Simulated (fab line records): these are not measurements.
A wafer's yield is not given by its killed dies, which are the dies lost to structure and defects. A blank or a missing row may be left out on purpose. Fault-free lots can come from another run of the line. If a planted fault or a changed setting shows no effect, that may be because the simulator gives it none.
Matching of chambers	flow nandHarc	NHARC_P_M1_DEP_33 on pecvd-02 has 3 sister chambers
The step deposits SiCN, target thk 30 nm. 3 wafers are shown with their chamber, then 7 later ones without.

## WAFERS PAIRED WITH THEIR CHAMBERS
wafer	chamber	heaterPowerW (W)
L089.2	0	668
L089.6	2	351
L094.4	1	613

## WAFERS WITHOUT THEIR CHAMBER
wafer	heaterPowerW (W)
L094.5	435
L093.2	559
L093.3	601
L093.5	598
L095.1	601
L095.2	371
L095.4	376

## WHICH CHAMBER EACH WENT THROUGH
wafer	from the rows above	in truth
L094.5	2	2
L093.2	can't be placed: 1 or 0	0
L093.3	can't be placed: 1 or 0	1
L093.5	can't be placed: 1 or 0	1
L095.1	can't be placed: 1 or 0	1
L095.2	2	2
L095.4	2	2
Placed correctly: 3 of 7. Unplaceable from these rows: 4, with the true chamber sitting among the candidates in 4. Number placed wrongly: 0.
How it was worked out, from the rows above alone: a wafer's distance from a chamber is the root of the sum, over the readings, of the square of ((its reading less the chamber's mean) divided by the reading's scatter). If the next closest chamber is less than 2 further off than the closest, the wafer can't be placed; otherwise it belongs to the closest. For every chamber, the mean is computed from those of its wafers that are shown. The scatter: root of mean squared gap, hidden wafer to nearest shown wafer, with one shown wafer a chamber.
